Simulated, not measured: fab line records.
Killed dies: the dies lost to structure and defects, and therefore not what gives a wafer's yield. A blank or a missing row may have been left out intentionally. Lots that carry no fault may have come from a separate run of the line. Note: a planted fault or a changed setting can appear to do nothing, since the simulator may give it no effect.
Matching of chambers + flow n5 finfet + rie diel-06 running N5_FIN_SAQP_ETCH_51: 4 sister chambers
The step etches SiARC in CF4, target depth 45.5 nm, time 75.8 s. 4 wafers are shown with their chamber, then 7 later ones without.

## WAFERS, EACH WITH ITS CHAMBER
| wafer  | chamber | showerhead plenum p Torr (Torr) |
|--------|---------|---------------------------------|
| L077.6 | 0       | 2.21                            |
| L081.1 | 1       | 2.13                            |
| L086.2 | 3       | 2.22                            |
| L086.4 | 2       | 2.12                            |

## WAFERS WITHOUT THEIR CHAMBER
| wafer  | showerhead plenum p Torr (Torr) |
|--------|---------------------------------|
| L086.5 | 2.12                            |
| L087.1 | 2.13                            |
| L087.5 | 2.12                            |
| L087.6 | 2.13                            |
| L096.1 | 2.11                            |
| L096.4 | 2.12                            |
| L096.6 | 2.20                            |

## WHICH CHAMBER EACH ONE RAN IN
| wafer  | from the rows above     | in truth |
|--------|-------------------------|----------|
| L086.5 | can't be placed: 2 or 1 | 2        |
| L087.1 | can't be placed: 1 or 2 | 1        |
| L087.5 | can't be placed: 2 or 1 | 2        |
| L087.6 | can't be placed: 1 or 2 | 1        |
| L096.1 | can't be placed: 2 or 1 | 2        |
| L096.4 | can't be placed: 2 or 1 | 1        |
| L096.6 | can't be placed: 0 or 3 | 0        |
Placed correctly: 0 of 7. Can't be placed from these rows: 7 (the true chamber is among the candidates in 7). Number placed wrongly: 0.
How it was worked out, from the rows above alone: a wafer's distance from a chamber is the root of the sum, over the readings, of the square of ((its reading less the chamber's mean) divided by the reading's scatter). If the next closest chamber is less than 2 further off than the closest, the wafer can't be placed; otherwise it belongs to the closest. Each chamber's mean is taken over the wafers shown for it. The scatter (one wafer shown for each chamber): square how far every hidden wafer sits from the nearest shown wafer, average those squares and take the square root.
